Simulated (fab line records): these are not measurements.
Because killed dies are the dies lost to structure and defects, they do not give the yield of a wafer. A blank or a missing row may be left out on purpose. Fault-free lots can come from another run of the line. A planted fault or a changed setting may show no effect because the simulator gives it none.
Matching of chambers || flow nand-harc || pecvd-01 running NHARC_P_M1_PRE_CLEAN_32: 3 sister chambers
The step time 12 s. 3 wafers are shown with their chamber, then 7 later ones without.

WAFERS PAIRED WITH THEIR CHAMBERS
{"wafer": "L334.4", "chamber": 2, "heater-power-w (W)": 696}
{"wafer": "L336.3", "chamber": 1, "heater-power-w (W)": 582}
{"wafer": "L336.4", "chamber": 0, "heater-power-w (W)": 553}

WAFERS WITHOUT THEIR CHAMBER
{"wafer": "L336.6", "heater-power-w (W)": 664}
{"wafer": "L345.2", "heater-power-w (W)": 729}
{"wafer": "L345.4", "heater-power-w (W)": 629}
{"wafer": "L345.6", "heater-power-w (W)": 711}
{"wafer": "L350.1", "heater-power-w (W)": 672}
{"wafer": "L350.3", "heater-power-w (W)": 715}
{"wafer": "L350.5", "heater-power-w (W)": 709}

THE CHAMBER EACH PASSED THROUGH
{"wafer": "L336.6", "from the rows above": "can't be placed: 2 or 1", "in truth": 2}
{"wafer": "L345.2", "from the rows above": 2, "in truth": 2}
{"wafer": "L345.4", "from the rows above": "can't be placed: 1 or 2 or 0", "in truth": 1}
{"wafer": "L345.6", "from the rows above": 2, "in truth": 2}
{"wafer": "L350.1", "from the rows above": 2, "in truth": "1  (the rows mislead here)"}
{"wafer": "L350.3", "from the rows above": 2, "in truth": 2}
{"wafer": "L350.5", "from the rows above": 2, "in truth": 2}
4 of 7 placed correctly. Can't be placed from these rows: 2 (the true chamber is among the candidates in 2). Placed wrongly: 1.
How it was worked out, from the rows above alone: a wafer's distance from a chamber is the root of the sum, over the readings, of the square of ((its reading less the chamber's mean) divided by the reading's scatter). The wafer belongs to the nearest chamber; if the next one is less than 2 further off, it can't be placed. For every chamber, the mean is computed from those of its wafers that are shown. The scatter: with one shown wafer a chamber, the root of the mean of the squares of how far each hidden wafer lies from its nearest shown one.
